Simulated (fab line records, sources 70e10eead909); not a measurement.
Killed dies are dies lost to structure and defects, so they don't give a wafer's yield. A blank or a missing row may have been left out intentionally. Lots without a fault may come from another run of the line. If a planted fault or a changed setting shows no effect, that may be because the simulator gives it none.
fab line records + flow nandHarc
[record]
- lots = 7
- wafers = 21
- lastDay = 25
route steps=1159 shown A_WL_FILL@811 END@1159
lots that met no fault: from a run of the same line without faults
startH: hours from the record's opening day to when the first of the lot's shown wafers began + waitH: time in hours since the lot's previous step + " same as the row above + L1.1+2: one row covering several wafers at once + - value missing, or start not given + * or withheld: withheld + < > ~ a bound
route shown NAME@n: a module of which the file shows steps, and the number in the route of the first + usual: mean/standard deviation taken from wafers without a fault + same: alike in all rows + chamber/n: place in a boat + sites: readings site by site + _std_site: the standard deviation of these + _edge_site: inner sites' mean taken away from outer sites' mean + radiusMm: how far each site lies from the wafer's centre + mask NAME#n: copy n + behind: the most recent tool/chamber to have shaped the wafer + hold: why the lot went on hold/how many hours it stayed there/how the hold came to an end + device: names the non-switching transistor (n, p or np) + end of line: at the end of the route, the tests of the same wafers + for a step that has no rows: nothing shown but its recipe + killed: the dies lost at the first sort to structure and to defects; this is not the yield of the wafer + map: a wafer's dies, x killed, . not, _ none there
set.NAME: setting as actually run; set.NAME@STEP: the setting as run at that earlier step + model.NAME: the simulator's own value behind a step, which no gauge read
lots seen at some steps along the route; tables by step, rows by wafer
services: when a tool's chamber went out of use (startH, in hours from the record's first day, below 0 if earlier), for how many hours, and the reason
[[steps]]
[step NHARC_A_WL_FILL_ALD_02]
[recipe]
- targetThkA = 20
- pulseTimeS = 3
- aldCycles = 100
- tempC = 450
- material = TiN
[usual]
- heaterPowerOuterW = 678/96
- heaterPowerW = 1082/150
- precursorPulseHeightRel = 1.000/0.019
| lot.wafer | tool        | chamber | startH | waitH | heaterPowerOuterW | heaterPowerW | precursorPulseHeightRel |
|-----------|-------------|---------|--------|-------|-------------------|--------------|-------------------------|
| L716.4    | aldMetal-03 | 0       | 349.15 | 0.2   | 568               | 898          | 1.020                   |
| L716.6    | "           | 1       | "      | "     | 532               | 854          | 0.951                   |
| L716.5    | "           | 2       | "      | "     | 551               | 944          | 0.994                   |
| L727.3    | aldMetal-02 | 2       | 401.65 | 0.2   | 760               | 1326         | 0.974                   |
| L727.1    | "           | 0       | "      | "     | 611               | 949          | 1.024                   |
| L727.6    | "           | 2       | "      | "     | 767               | 1319         | 0.992                   |
| L726.1    | aldMetal-04 | 2       | 401.75 | 0.2   | 740               | 1109         | 0.998                   |
| L726.3    | "           | 1       | "      | "     | 637               | 1029         | 0.974                   |
| L726.6    | "           | 3       | "      | "     | 721               | 1030         | 1.009                   |
| L725.1    | aldMetal-03 | 3       | 409.39 | 0.2   | 693               | 1201         | 1.005                   |
| L725.2    | "           | 2       | "      | "     | 561               | 954          | 0.977                   |
| L725.6    | "           | 0       | "      | "     | 581               | 904          | 1.016                   |
| L730.1    | aldMetal-02 | 1       | 423.20 | 0.2   | 833               | 1326         | 1.007                   |
| L730.4    | "           | 3       | "      | "     | 626               | 1038         | 1.021                   |
| L730.3    | "           | 0       | "      | "     | 616               | 948          | 1.028                   |
| L732.4    | aldMetal-03 | 1       | 446.95 | 0.1   | 530               | 873          | 1.020                   |
| L732.1    | "           | 3       | "      | "     | 715               | 1228         | 0.975                   |
| L732.5    | "           | 2       | "      | "     | 553               | 989          | 0.995                   |
| L736.1    | aldMetal-04 | 2       | 475.14 | 0.3   | 791               | 1158         | 0.972                   |
| L736.6    | "           | 1       | "      | "     | 613               | 999          | 0.985                   |
| L736.5    | "           | 2       | "      | "     | 822               | 1172         | 0.962                   |
[step NHARC_A_WL_FILL_CVD_03]
[recipe]
- targetThkA = 400
- tempC = 300
- pressureTorr = 40
- wf6FlowSccm = 40
- h2FlowSccm = 1600
- arFlowSccm = 1560
- timeS = 3302
- material = W
[usual]
- heaterPowerOuterW = 282/41
- heaterPowerW = 507/54
- throttleValvePct = 8.2/0.35
| lot.wafer | tool    | chamber | startH | waitH | heaterPowerOuterW | heaterPowerW | throttleValvePct |
|-----------|---------|---------|--------|-------|-------------------|--------------|------------------|
| L716.4    | cvdW-02 | 1       | 361.77 | 12.3  | 276               | 484          | 8.3              |
| L716.5    | "       | 1       | "      | "     | 275               | 474          | 8.5              |
| L716.6    | "       | 0       | "      | "     | 364               | 623          | 7.7              |
| L727.1    | cvdW-01 | 1       | 402.52 | 0.5   | 272               | 518          | 8.1              |
| L727.3    | "       | 1       | "      | "     | 265               | 519          | 8.1              |
| L727.6    | "       | 1       | "      | "     | 275               | 512          | 7.9              |
| L726.1    | cvdW-02 | 0       | 402.55 | 0.4   | 337               | 560          | 7.7              |
| L726.3    | "       | 1       | 403.96 | 1.8   | 283               | 501          | 8.8              |
| L726.6    | "       | 1       | "      | "     | 284               | 487          | 8.9              |
| L725.1    | cvdW-01 | 0       | 411.06 | 1.3   | 240               | 438          | 8.7              |
| L725.2    | "       | 1       | "      | "     | 276               | 528          | 8.1              |
| L725.6    | "       | 1       | 413.41 | 3.6   | 265               | 519          | 8.3              |
| L730.1    | cvdW-01 | 1       | 426.59 | 3.0   | 273               | 519          | 8.1              |
| L730.3    | "       | 0       | "      | "     | 238               | 446          | 8.4              |
| L730.4    | "       | 1       | "      | "     | 265               | 525          | 8.0              |
| L732.1    | cvdW-02 | 0       | 452.68 | 5.3   | 339               | 556          | 7.8              |
| L732.4    | "       | 1       | "      | "     | 278               | 493          | 8.6              |
| L732.5    | "       | 1       | "      | "     | 279               | 487          | 8.7              |
| L736.1    | cvdW-02 | 0       | 483.94 | 8.5   | 328               | 572          | 7.8              |
| L736.5    | "       | 0       | 485.85 | 10.4  | 324               | 577          | 8.0              |
| L736.6    | "       | 1       | "      | "     | 277               | 492          | 8.8              |
[step NHARC_A_WL_FILL_ETCHBACK_04]
[recipe]
- targetDepthA = 600
- timeS = 120
- chemistry = NF3
[usual]
- chamberPressureMTorr = 299.96/0.27
- drypumpMotorCurrentA = 5.9/0.36
- oesProductAu = 1.003/0.01
| lot.wafer | tool        | chamber | startH | waitH | chamberPressureMTorr | drypumpMotorCurrentA | oesProductAu | rfHoursCounterH |
|-----------|-------------|---------|--------|-------|----------------------|----------------------|--------------|-----------------|
| L716.4    | rieMetal-03 | 1       | 364.24 | 2.0   | 300.31               | 5.9                  | 1.005        | -               |
| L716.5    | "           | 0       | "      | "     | 299.82               | 6.5                  | 0.995        | -               |
| L716.6    | "           | 1       | "      | "     | 299.93               | 6.0                  | 0.990        | -               |
| L727.1    | rieMetal-03 | 1       | 405.34 | 2.4   | 299.96               | 5.9                  | 1.014        | 3.6             |
| L727.3    | "           | 1       | "      | "     | 299.71               | 5.9                  | 1.002        | -               |
| L727.6    | "           | 0       | "      | "     | 300.16               | 6.5                  | 0.989        | -               |
| L726.1    | rieMetal-01 | 1       | 405.85 | 2.8   | 299.89               | 5.6                  | 1.024        | 1.5             |
| L726.3    | "           | 0       | "      | "     | 299.71               | 6.0                  | 1.006        | -               |
| L726.6    | "           | 1       | "      | "     | 300.36               | 5.5                  | 1.025        | -               |
| L725.2    | rieMetal-03 | 1       | 414.38 | 2.4   | 300.45               | 5.9                  | 1.000        | 4.0             |
| L725.1    | "           | 0       | "      | "     | 299.52               | 6.5                  | 0.991        | 3.6             |
| L725.6    | "           | 0       | "      | "     | 299.88               | 6.5                  | 0.990        | -               |
| L730.1    | rieMetal-03 | 1       | 429.45 | 2.4   | 299.77               | 6.0                  | 0.999        | 4.5             |
| L730.4    | "           | 1       | "      | "     | 299.85               | 6.0                  | 0.999        | -               |
| L730.3    | "           | 0       | "      | "     | 300.09               | 6.5                  | 0.987        | -               |
| L732.1    | rieMetal-01 | 1       | 455.53 | 2.4   | 300.13               | 5.5                  | 1.011        | 3.1             |
| L732.4    | "           | 1       | "      | "     | 299.83               | 5.5                  | 1.004        | -               |
| L732.5    | "           | 0       | "      | "     | 299.83               | 6.1                  | 1.000        | -               |
| L736.1    | rieMetal-03 | 0       | 487.32 | 2.9   | 300.02               | 6.5                  | 1.000        | 0.4             |
| L736.6    | "           | 1       | "      | "     | 300.17               | 5.9                  | 1.006        | -               |
| L736.5    | "           | 0       | "      | "     | 299.80               | 6.5                  | 1.014        | -               |
[step NHARC_A_WL_FILL_ETCHBACK_05]
[recipe]
- targetDepthA = 220
- timeS = 60
- tempC = 40
- chemistry = Cl2/BCl3
[usual]
- chamberPressureMTorr = 10.001/0.009
- drypumpMotorCurrentA = 5.9/0.36
- oesProductAu = 1.001/0.011
| lot.wafer | tool        | chamber | startH | waitH | chamberPressureMTorr | drypumpMotorCurrentA | oesProductAu | rfHoursCounterH |
|-----------|-------------|---------|--------|-------|----------------------|----------------------|--------------|-----------------|
| L716.4    | rieMetal-03 | 1       | 364.42 | 0.1   | 10.005               | 5.9                  | 0.999        | -               |
| L716.5    | "           | 0       | "      | "     | 10.000               | 6.5                  | 0.988        | -               |
| L716.6    | "           | 1       | "      | "     | 9.984                | 6.0                  | 1.004        | -               |
| L727.1    | rieMetal-03 | 1       | 405.59 | 0.2   | 9.997                | 5.9                  | 1.013        | 3.7             |
| L727.3    | "           | 0       | "      | "     | 9.996                | 6.5                  | 0.993        | -               |
| L727.6    | "           | 1       | "      | "     | 9.995                | 6.0                  | 1.011        | -               |
| L726.1    | rieMetal-01 | 0       | 406.10 | 0.2   | 9.989                | 6.0                  | 0.997        | 2.1             |
| L726.3    | "           | 0       | "      | "     | 9.988                | 6.0                  | 0.996        | -               |
| L726.6    | "           | 1       | "      | "     | 10.004               | 5.5                  | 1.008        | -               |
| L725.2    | rieMetal-03 | 1       | 414.62 | 0.2   | 10.001               | 5.9                  | 1.001        | 4.2             |
| L725.1    | "           | 0       | "      | "     | 10.002               | 6.5                  | 0.996        | 3.7             |
| L725.6    | "           | 0       | "      | "     | 10.005               | 6.5                  | 0.989        | -               |
| L730.1    | rieMetal-03 | 1       | 429.70 | 0.2   | 9.985                | 6.0                  | 1.006        | 4.7             |
| L730.3    | "           | 0       | "      | "     | 9.995                | 6.5                  | 0.983        | -               |
| L730.4    | "           | 1       | "      | "     | 9.996                | 5.9                  | 1.002        | -               |
| L732.1    | rieMetal-01 | 0       | 455.77 | 0.2   | 9.995                | 6.0                  | 1.003        | 3.7             |
| L732.4    | "           | 0       | "      | "     | 10.005               | 6.0                  | 1.003        | -               |
| L732.5    | "           | 1       | "      | "     | 10.007               | 5.5                  | 1.013        | -               |
| L736.1    | rieMetal-03 | 1       | 487.54 | 0.2   | 9.997                | 6.0                  | 0.995        | 0.5             |
| L736.6    | "           | 0       | "      | "     | 9.999                | 6.5                  | 0.981        | -               |
| L736.5    | "           | 1       | "      | "     | 10.002               | 5.9                  | 0.985        | -               |
[step NHARC_A_WL_FILL_STRIP_27]
[recipe]
- powerW = 1500
- tempC = 250
- timeS = 20
- chemistry = N2/H2
[step NHARC_A_WL_FILL_STRIP_28]
[recipe]
- timeS = 1200
- tempC = 72.5
- chemistry = postEtchResidueRemover
[step NHARC_A_WL_FILL_PRECLEAN_06]
[recipe]
- timeS = 300
- chemistry = DIW
[step NHARC_A_WL_FILL_SRD_07]
[step NHARC_A_WL_FILL_ANNEAL_08]
[recipe]
- tempC = 450
- timeS = 1800
[step NHARC_A_WL_FILL_ALD_10]
[recipe]
- targetThkA = 500
- pulseTimeS = 10
- aldCycles = 500
- tempC = 300
- material = SiO2
[step NHARC_A_WL_FILL_ETCHBACK_16]
[recipe]
- targetDepthA = 880
- timeS = 17.6
- c4f8FlowSccm = withheld
- o2FlowSccm = 8
- arFlowSccm = withheld
- rfW = 600
- biasW = 800
- chemistry = C4F8/O2/Ar
[usual]
- biasW = 799.9/2.5
- chamberPressureMTorr = 24.998/0.024
- oesProductAu = 0.98/0.035
- rfVppV = 725/4.9
| lot.wafer | tool       | chamber | startH | waitH | biasW | chamberPressureMTorr | oesProductAu | rfHoursCounterH | rfVppV |
|-----------|------------|---------|--------|-------|-------|----------------------|--------------|-----------------|--------|
| L716.4    | rieDiel-12 | 3       | 376.79 | -     | 800.0 | 25.008               | 1.01         | 10.4            | 729    |
| L716.5    | "          | 3       | "      | "     | 800.8 | 24.987               | 0.99         | -               | 728    |
| L716.6    | "          | 0       | "      | "     | 799.9 | 24.984               | 0.99         | -               | 729    |
| L726.1    | rieDiel-12 | 2       | 418.35 | -     | -     | -                    | -            | -               | -      |
| L726.3    | "          | 3       | "      | "     | -     | -                    | -            | -               | -      |
| L726.6    | "          | 3       | "      | "     | -     | -                    | -            | -               | -      |
| L727.3    | rieDiel-07 | 1       | 418.37 | -     | -     | -                    | -            | -               | -      |
| L727.1    | "          | 2       | "      | "     | -     | -                    | -            | -               | -      |
| L727.6    | "          | 3       | "      | "     | -     | -                    | -            | -               | -      |
| L725.2    | rieDiel-12 | 0       | 427.72 | -     | -     | -                    | -            | -               | -      |
| L725.1    | "          | 2       | "      | "     | -     | -                    | -            | -               | -      |
| L725.6    | "          | 2       | "      | "     | -     | -                    | -            | -               | -      |
| L730.4    | rieDiel-12 | 2       | 440.33 | -     | 797.8 | 25.022               | 1.00         | 4.2             | 729    |
| L730.3    | "          | 3       | "      | "     | 806.1 | 25.040               | 1.01         | 4.2             | 729    |
| L730.1    | "          | 0       | "      | "     | 794.1 | 25.008               | 0.99         | 4.9             | 728    |
| L732.1    | rieDiel-07 | 3       | 465.33 | -     | 801.9 | 24.998               | 0.97         | 1.8             | 721    |
| L732.4    | "          | 0       | "      | "     | 799.9 | 25.040               | 0.97         | 1.9             | 728    |
| L732.5    | "          | 0       | "      | "     | 798.3 | 24.995               | 0.97         | -               | 730    |
| L736.1    | rieDiel-07 | 3       | 500.72 | -     | 799.6 | 25.001               | 0.99         | 2.9             | 721    |
| L736.6    | "          | 1       | "      | "     | 802.8 | 25.036               | 0.99         | -               | 725    |
| L736.5    | "          | 2       | "      | "     | 799.4 | 25.002               | 1.01         | -               | 718    |
[step NHARC_A_WL_FILL_STRIP_29]
[recipe]
- timeS = 20
- o2FlowSccm = 500
- arFlowSccm = 0
- biasW = 0
- chemistry = O2
[usual]
- chamberPressureMTorr = 60.00/0.054
- drypumpMotorCurrentA = 5.8/0.42
- oesProductAu = 1.002/0.01
- rfVppV = 57.9/0.95
- showerheadPlenumPTorr = 3.58/0.17
- throttleValvePct = 17.036/0.0089
[same]
- biasW = 0
| lot.wafer | tool       | chamber | startH | waitH | chamberPressureMTorr | drypumpMotorCurrentA | oesProductAu | rfHoursCounterH | rfVppV | showerheadPlenumPTorr | throttleValvePct |
|-----------|------------|---------|--------|-------|----------------------|----------------------|--------------|-----------------|--------|-----------------------|------------------|
| L716.4    | rieDiel-12 | 3       | 376.89 | 0.1   | 59.87                | 6.1                  | 1.005        | 10.4            | 57.6   | 3.73                  | 17.037           |
| L716.6    | "          | 0       | "      | "     | 60.02                | 5.5                  | 0.987        | -               | 59.6   | 3.71                  | 17.045           |
| L716.5    | "          | 1       | "      | "     | 60.12                | 5.3                  | 1.025        | -               | 58.5   | 3.31                  | 17.035           |
| L727.1    | rieDiel-07 | 0       | 418.44 | 0.1   | 59.96                | 5.2                  | 0.996        | 0.0             | 57.6   | 3.69                  | 17.041           |
| L727.3    | "          | 2       | "      | "     | 60.01                | 5.4                  | 1.014        | 0.0             | 57.4   | 3.36                  | 17.015           |
| L727.6    | "          | 1       | "      | "     | 59.96                | 6.0                  | 1.003        | -               | 58.9   | 3.58                  | 17.028           |
| L726.3    | rieDiel-12 | 2       | 418.44 | 0.1   | 60.05                | 5.8                  | 1.000        | 2.0             | 57.4   | 3.71                  | 17.032           |
| L726.1    | "          | 0       | "      | "     | 59.96                | 5.5                  | 0.989        | 1.9             | 58.6   | 3.71                  | 17.032           |
| L726.6    | "          | 3       | "      | "     | 59.95                | 6.1                  | 1.011        | -               | 59.0   | 3.73                  | 17.043           |
| L725.2    | rieDiel-12 | 2       | 427.83 | 0.1   | 60.06                | 5.8                  | 1.006        | 2.6             | 59.0   | 3.71                  | 17.049           |
| L725.1    | "          | 1       | "      | "     | 60.04                | 5.3                  | 1.010        | 2.7             | 57.3   | 3.31                  | 17.028           |
| L725.6    | "          | 0       | "      | "     | 60.02                | 5.5                  | 0.989        | -               | 58.8   | 3.71                  | 17.032           |
| L730.3    | rieDiel-12 | 0       | 440.43 | 0.1   | 60.15                | 5.5                  | 0.982        | 4.9             | 58.5   | 3.70                  | 17.046           |
| L730.1    | "          | 1       | "      | "     | 59.98                | 5.3                  | 1.006        | 4.5             | 57.7   | 3.31                  | 17.036           |
| L730.4    | "          | 2       | "      | "     | 60.09                | 5.8                  | 1.000        | 4.2             | 58.1   | 3.70                  | 17.024           |
| L732.1    | rieDiel-07 | 0       | 465.43 | 0.1   | 60.06                | 5.2                  | 1.007        | 1.9             | 56.8   | 3.69                  | 17.042           |
| L732.4    | "          | 1       | "      | "     | 59.95                | 6.0                  | 1.018        | 1.9             | 56.9   | 3.58                  | 17.043           |
| L732.5    | "          | 2       | "      | "     | 60.04                | 5.4                  | 1.009        | -               | 57.0   | 3.36                  | 17.046           |
| L736.1    | rieDiel-07 | 0       | 500.80 | 0.1   | 60.03                | 5.2                  | 1.007        | 2.9             | 58.3   | 3.69                  | 17.039           |
| L736.6    | "          | 1       | "      | "     | 59.95                | 6.0                  | 1.001        | -               | 58.5   | 3.58                  | 17.041           |
| L736.5    | "          | 2       | "      | "     | 59.99                | 5.4                  | 1.012        | -               | 58.6   | 3.36                  | 17.060           |
[step NHARC_END_SORT_01]
[recipe]
- tempC = 25
[usual]
- killedAtArray = 25/9.2
- killedAtOther = 0.8/1.2
- killedAtPeriphery = 3.9/2.6
- killedDies = 30/9.7
- killedOpen = 3.4/1.9
- killedShort = 2.0/1.4
[same]
- grossDies = 677
| lot.wafer | tool      | chamber | startH | waitH | killedAtArray | killedAtOther | killedAtPeriphery | killedDies | killedOpen | killedShort |
|-----------|-----------|---------|--------|-------|---------------|---------------|-------------------|------------|------------|-------------|
| L727.1    | prober-01 | 0       | 507.45 | 2.5   | 674           | 0             | 3                 | 677        | 5          | 4           |
| L727.3    | prober-01 | 0       | 509.03 | 3.1   | 675           | 0             | 2                 | 677        | 4          | 1           |
| L727.6    | prober-01 | 0       | 511.40 | 3.9   | 675           | 0             | 2                 | 677        | 4          | 2           |
| L726.1    | prober-02 | 0       | 507.47 | 2.5   | 673           | 0             | 4                 | 677        | 0          | 2           |
| L726.3    | prober-02 | 0       | 509.08 | 3.1   | 671           | 0             | 6                 | 677        | 3          | 2           |
| L726.6    | prober-02 | 0       | 511.49 | 4.0   | 667           | 3             | 7                 | 677        | 1          | 4           |
| L725.1    | prober-01 | 0       | 515.18 | 2.5   | 674           | 1             | 2                 | 677        | 1          | 1           |
| L725.2    | prober-01 | 0       | 515.98 | 2.8   | 670           | 1             | 6                 | 677        | 3          | 1           |
| L725.6    | prober-01 | 0       | 519.20 | 4.0   | 668           | 4             | 5                 | 677        | 5          | 1           |
// killed by level:class
L727.1 A_WL_FILL:areaEtchback=654 A_SLIT:chamberFilmFlake=5 A_STAIRCASE:chamberFilmFlake=4 A_CHANNEL_HOLE_D1:chamberFilmFlake=3 P_M0:geometricParticle:open=2 A_WL_FILL:geometricParticle:short=2 A_CHANNEL_HOLE_D1:geometricParticle:open=1 A_CHANNEL_FILL_D1:geometricParticle:short=1
L726.1 A_WL_FILL:areaEtchback=654 A_CHANNEL_HOLE_D1:chamberFilmFlake=12 A_WL_FILL:chamberFilmFlake=2 A_ONON_D1:geometricParticle:short=2 P_M0:chamberFilmFlake=2 P_ZERO_WELL:chamberFilmFlake=1 P_GATE:chamberFilmFlake=1 A_ZERO_WELL:chamberFilmFlake=1
L727.3 A_WL_FILL:areaEtchback=641 A_SLIT:chamberFilmFlake=17 A_STAIRCASE:chamberFilmFlake=6 A_CHANNEL_HOLE_D1:chamberFilmFlake=4 P_M0:geometricParticle:open=2 A_WL_FILL:chamberFilmFlake=2 A_CONTACT:chamberFilmFlake=2 A_CHANNEL_HOLE_D1:geometricParticle:short=1
L726.3 A_WL_FILL:areaEtchback=636 A_CHANNEL_HOLE_D1:chamberFilmFlake=22 A_CONTACT:chamberFilmFlake=5 P_GATE:chamberFilmFlake=3 A_WL_FILL:chamberFilmFlake=3 P_M0:chamberFilmFlake=2 P_BONDPAD:geometricParticle:open=1 A_ONON_D1:geometricParticle:short=1
L727.6 A_WL_FILL:areaEtchback=648 A_SLIT:chamberFilmFlake=8 A_STAIRCASE:chamberFilmFlake=7 A_CHANNEL_HOLE_D1:chamberFilmFlake=4 A_M0:geometricParticle:open=2 P_M2:geometricParticle:open=1 A_SGD_CUT:geometricParticle:short=1 A_WL_FILL:geometricParticle:short=1
L726.6 A_WL_FILL:areaEtchback=630 A_CHANNEL_HOLE_D1:chamberFilmFlake=19 A_CONTACT:chamberFilmFlake=8 P_M0:chamberFilmFlake=4 P_GATE:chamberFilmFlake=3 A_M0:geometricParticle:short=2 A_ZERO_WELL:chamberFilmFlake=2 A_SGD_CUT:chamberFilmFlake=2
L725.1 A_WL_FILL:areaEtchback=648 A_SLIT:chamberFilmFlake=11 A_CHANNEL_HOLE_D1:chamberFilmFlake=7 A_CONTACT:chamberFilmFlake=5 A_STAIRCASE:chamberFilmFlake=2 P_M0:geometricParticle:short=1 A_SGD_CUT:geometricParticle:open=1 P_GATE:chamberFilmFlake=1
L725.2 A_WL_FILL:areaEtchback=643 A_SLIT:chamberFilmFlake=16 A_CONTACT:chamberFilmFlake=5 P_ZERO_WELL:chamberFilmFlake=4 A_CHANNEL_HOLE_D1:chamberFilmFlake=2 A_STAIRCASE:chamberFilmFlake=2 P_CONTACT:geometricParticle:short=1 P_CONTACT:geometricParticle:open=1
L725.6 A_WL_FILL:areaEtchback=637 A_SLIT:chamberFilmFlake=14 A_CONTACT:chamberFilmFlake=5 THIN_TSV:chamberFilmFlake=4 P_ZERO_WELL:chamberFilmFlake=3 A_CHANNEL_HOLE_D1:chamberFilmFlake=3 A_STAIRCASE:chamberFilmFlake=3 A_ONON_D1:geometricParticle:open=2
// map L725.1 (x killed, . not)
____________x____________
_________xxxxxxx_________
_______xxxxxxxxxxx_______
______xxxxxxxxxxxxx______
_____xxxxxxxxxxxxxxx_____
____xxxxxxxxxxxxxxxxx____
____xxxxxxxxxxxxxxxxx____
___xxxxxxxxxxxxxxxxxxx___
___xxxxxxxxxxxxxxxxxxx___
__xxxxxxxxxxxxxxxxxxxxx__
__xxxxxxxxxxxxxxxxxxxxx__
_xxxxxxxxxxxxxxxxxxxxxxx_
_xxxxxxxxxxxxxxxxxxxxxxx_
_xxxxxxxxxxxxxxxxxxxxxxx_
_xxxxxxxxxxxxxxxxxxxxxxx_
_xxxxxxxxxxxxxxxxxxxxxxx_
xxxxxxxxxxxxxxxxxxxxxxxxx
xxxxxxxxxxxxxxxxxxxxxxxxx
xxxxxxxxxxxxxxxxxxxxxxxxx
xxxxxxxxxxxxxxxxxxxxxxxxx
xxxxxxxxxxxxxxxxxxxxxxxxx
_xxxxxxxxxxxxxxxxxxxxxxx_
_xxxxxxxxxxxxxxxxxxxxxxx_
_xxxxxxxxxxxxxxxxxxxxxxx_
_xxxxxxxxxxxxxxxxxxxxxxx_
_xxxxxxxxxxxxxxxxxxxxxxx_
__xxxxxxxxxxxxxxxxxxxxx__
__xxxxxxxxxxxxxxxxxxxxx__
___xxxxxxxxxxxxxxxxxxx___
___xxxxxxxxxxxxxxxxxxx___
____xxxxxxxxxxxxxxxxx____
____xxxxxxxxxxxxxxxxx____
_____xxxxxxxxxxxxxxx_____
______xxxxxxxxxxxxx______
_______xxxxxxxxxxx_______
_________xxxxxxx_________
____________x____________
// map L726.1 (x killed, . not)
____________x____________
_________xxxxxxx_________
_______xxxxxxxxxxx_______
______xxxxxxxxxxxxx______
_____xxxxxxxxxxxxxxx_____
____xxxxxxxxxxxxxxxxx____
____xxxxxxxxxxxxxxxxx____
___xxxxxxxxxxxxxxxxxxx___
___xxxxxxxxxxxxxxxxxxx___
__xxxxxxxxxxxxxxxxxxxxx__
__xxxxxxxxxxxxxxxxxxxxx__
_xxxxxxxxxxxxxxxxxxxxxxx_
_xxxxxxxxxxxxxxxxxxxxxxx_
_xxxxxxxxxxxxxxxxxxxxxxx_
_xxxxxxxxxxxxxxxxxxxxxxx_
_xxxxxxxxxxxxxxxxxxxxxxx_
xxxxxxxxxxxxxxxxxxxxxxxxx
xxxxxxxxxxxxxxxxxxxxxxxxx
xxxxxxxxxxxxxxxxxxxxxxxxx
xxxxxxxxxxxxxxxxxxxxxxxxx
xxxxxxxxxxxxxxxxxxxxxxxxx
_xxxxxxxxxxxxxxxxxxxxxxx_
_xxxxxxxxxxxxxxxxxxxxxxx_
_xxxxxxxxxxxxxxxxxxxxxxx_
_xxxxxxxxxxxxxxxxxxxxxxx_
_xxxxxxxxxxxxxxxxxxxxxxx_
__xxxxxxxxxxxxxxxxxxxxx__
__xxxxxxxxxxxxxxxxxxxxx__
___xxxxxxxxxxxxxxxxxxx___
___xxxxxxxxxxxxxxxxxxx___
____xxxxxxxxxxxxxxxxx____
____xxxxxxxxxxxxxxxxx____
_____xxxxxxxxxxxxxxx_____
______xxxxxxxxxxxxx______
_______xxxxxxxxxxx_______
_________xxxxxxx_________
____________x____________
[[services]]
| tool        | chamber | startH | hours | kind      |
|-------------|---------|--------|-------|-----------|
| rieMetal-01 | -       | 332.00 | 9.0   | pm        |
| cvdW-01     | 1       | 333.20 | 9.4   | repair    |
| rieDiel-12  | 0       | 334.09 | -     | clean     |
| cvdW-02     | 1       | 340.53 | 10.6  | repair    |
| rieMetal-01 | -       | 354.16 | 2.7   | repair    |
| rieMetal-01 | 1       | 363.37 | 11.8  | repair    |
| aldMetal-02 | -       | 364.00 | 10.0  | pm        |
| cvdW-02     | -       | 376.29 | 13.0  | pm        |
| rieDiel-12  | -       | 379.40 | 9.0   | pm        |
| aldMetal-03 | -       | 379.62 | 1.8   | repair    |
| aldMetal-02 | 3       | 383.71 | 13.3  | repair    |
| aldMetal-03 | 2       | 400.58 | 3.5   | repair    |
| rieDiel-07  | -       | 405.20 | 9.0   | pm        |
| aldMetal-04 | -       | 406.00 | 10.0  | pm        |
| rieDiel-12  | 3       | 427.24 | 3.9   | repair    |
| rieMetal-03 | -       | 453.00 | 9.0   | pm        |
| rieMetal-03 | 0       | 453.00 | 9.0   | ventCycle |
| rieMetal-03 | 1       | 453.00 | 9.0   | ventCycle |
| rieMetal-03 | 0       | 462.00 | -     | clean     |
| rieMetal-03 | 1       | 462.00 | -     | clean     |
| cvdW-01     | -       | 480.87 | 13.0  | pm        |
| rieDiel-12  | 3       | 483.64 | 6.4   | repair    |
| rieDiel-07  | 0       | 483.94 | 3.2   | repair    |
| aldMetal-03 | -       | 500.00 | 10.0  | pm        |
[[key]]
[firstSign]
- step = NHARC_A_WL_FILL_ETCHBACK_16
- reading = toolRecord
- direction = missing
[effect]
- step = NHARC_END_SORT_01
- reading = killedAtArray
- direction = up
- sigmas = 70
- usual = 25
- struck = 672
[moreKillsBornAt]
- NHARC_A_WL_FILL_ETCHBACK_16@rieDiel-12 = 3848
- NHARC_A_WL_FILL_ETCHBACK_16@rieDiel-07 = 1939
metAt NHARC_A_WL_FILL_ETCHBACK_16
struckWafers L725.1,L725.2,L725.6,L726.1,L726.3,L726.6,L727.1,L727.3,L727.6
laterRowsLeftOut L725.1,L725.2,L725.6,L726.1,L726.3,L726.6,L727.1,L727.3,L727.6
testerLeftOut L725,L726,L727
onsetBetween 376.79 418.35
[fault]
- kind = skippedStepWhole
- tool = rieDiel-07,rieDiel-12
- chamber = -
- onsetH = 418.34
- steps = NHARC_A_WL_FILL_ETCHBACK_16
- scope = struckLotsOnly
// testerLeftOut: of these lots the tester's yield and bins aren't shown, on N5 and GAA mostly nor the transistor test; their killed dies are dies lost to structure and defects alone, not to doping, threshold or leakage, so they don't give the yield
// laterRowsLeftOut: the simulator's readings of these wafers behind a module that went badly wrong aren't trusted and aren't shown, but for the sort
